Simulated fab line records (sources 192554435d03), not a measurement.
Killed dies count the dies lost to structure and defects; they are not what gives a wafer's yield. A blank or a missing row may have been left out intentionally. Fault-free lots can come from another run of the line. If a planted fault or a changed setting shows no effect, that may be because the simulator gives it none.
Matching of chambers :: flow n5_finfet :: N5_BEOL_M7_ALD_77 on ald_metal-01: 4 sister chambers
The step deposits TaN, target thk 2 nm, pulse time 2 s, purge time 3 s. 18 wafers are shown with their chamber, then 9 later ones without.

== WAFERS, EACH WITH ITS CHAMBER ==
wafer: L077.1
chamber: 3
heater_power_outer_w (W): 221
heater_power_w (W): 449

wafer: L077.4
chamber: 1
heater_power_outer_w (W): 266
heater_power_w (W): 458

wafer: L077.5
chamber: 3
heater_power_outer_w (W): 222
heater_power_w (W): 444

wafer: L081.1
chamber: 3
heater_power_outer_w (W): 222
heater_power_w (W): 425

wafer: L081.3
chamber: 0
heater_power_outer_w (W): 244
heater_power_w (W): 428

wafer: L081.4
chamber: 1
heater_power_outer_w (W): 262
heater_power_w (W): 455

wafer: L084.1
chamber: 0
heater_power_outer_w (W): 249
heater_power_w (W): 440

wafer: L084.5
chamber: 0
heater_power_outer_w (W): 241
heater_power_w (W): 441

wafer: L084.6
chamber: 1
heater_power_outer_w (W): 268
heater_power_w (W): 465

wafer: L085.2
chamber: 2
heater_power_outer_w (W): 244
heater_power_w (W): 446

wafer: L085.3
chamber: 0
heater_power_outer_w (W): 237
heater_power_w (W): 431

wafer: L085.4
chamber: 1
heater_power_outer_w (W): 269
heater_power_w (W): 468

wafer: L086.1
chamber: 1
heater_power_outer_w (W): 272
heater_power_w (W): 471

wafer: L086.3
chamber: 0
heater_power_outer_w (W): 242
heater_power_w (W): 435

wafer: L086.5
chamber: 1
heater_power_outer_w (W): 267
heater_power_w (W): 458

wafer: L088.1
chamber: 3
heater_power_outer_w (W): 221
heater_power_w (W): 448

wafer: L088.2
chamber: 2
heater_power_outer_w (W): 246
heater_power_w (W): 449

wafer: L088.5
chamber: 0
heater_power_outer_w (W): 243
heater_power_w (W): 437

SIGNATURES, as means of the wafers listed above
reading: heater_power_outer_w
chamber 0: 242.67
chamber 1: 267.33
chamber 2: 245.00
chamber 3: 221.50
scatter within a chamber: 3.11

reading: heater_power_w
chamber 0: 435.33
chamber 1: 462.50
chamber 2: 447.50
chamber 3: 441.50
scatter within a chamber: 7.15
Rule: a wafer's distance from a chamber is the root of the sum, over the readings, of the square of ((its reading less the chamber's mean) divided by the reading's scatter). The wafer belongs to the nearest chamber; if the next one is less than 2 further off, it can't be placed. The scatter is the square root of a quotient: the sum, over the shown wafers, of each reading's squared deviation from its chamber's mean, divided by wafers minus chambers.

== WAFERS WITH NO CHAMBER GIVEN ==
wafer: L090.2
heater_power_outer_w (W): 266
heater_power_w (W): 463

wafer: L090.3
heater_power_outer_w (W): 241
heater_power_w (W): 443

wafer: L090.5
heater_power_outer_w (W): 248
heater_power_w (W): 429

wafer: L092.2
heater_power_outer_w (W): 218
heater_power_w (W): 435

wafer: L092.4
heater_power_outer_w (W): 266
heater_power_w (W): 460

wafer: L092.5
heater_power_outer_w (W): 236
heater_power_w (W): 449

wafer: L095.1
heater_power_outer_w (W): 237
heater_power_w (W): 466

wafer: L095.4
heater_power_outer_w (W): 221
heater_power_w (W): 427

wafer: L095.6
heater_power_outer_w (W): 220
heater_power_w (W): 444

== CHAMBER TAKEN BY EACH ==
wafer: L090.2
from the rows above: 1
in truth: 1

wafer: L090.3
from the rows above: can't be placed: 0 or 2
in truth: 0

wafer: L090.5
from the rows above: can't be placed: 0 or 2
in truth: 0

wafer: L092.2
from the rows above: 3
in truth: 3

wafer: L092.4
from the rows above: 1
in truth: 1

wafer: L092.5
from the rows above: can't be placed: 0 or 2 or 3
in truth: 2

wafer: L095.1
from the rows above: can't be placed: 2 or 0
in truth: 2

wafer: L095.4
from the rows above: 3
in truth: 3

wafer: L095.6
from the rows above: 3
in truth: 3
Placed correctly: 5 of 9. Cannot be placed on the basis of these rows: 4; the candidates contain the true chamber in 4. 0 placed wrongly.
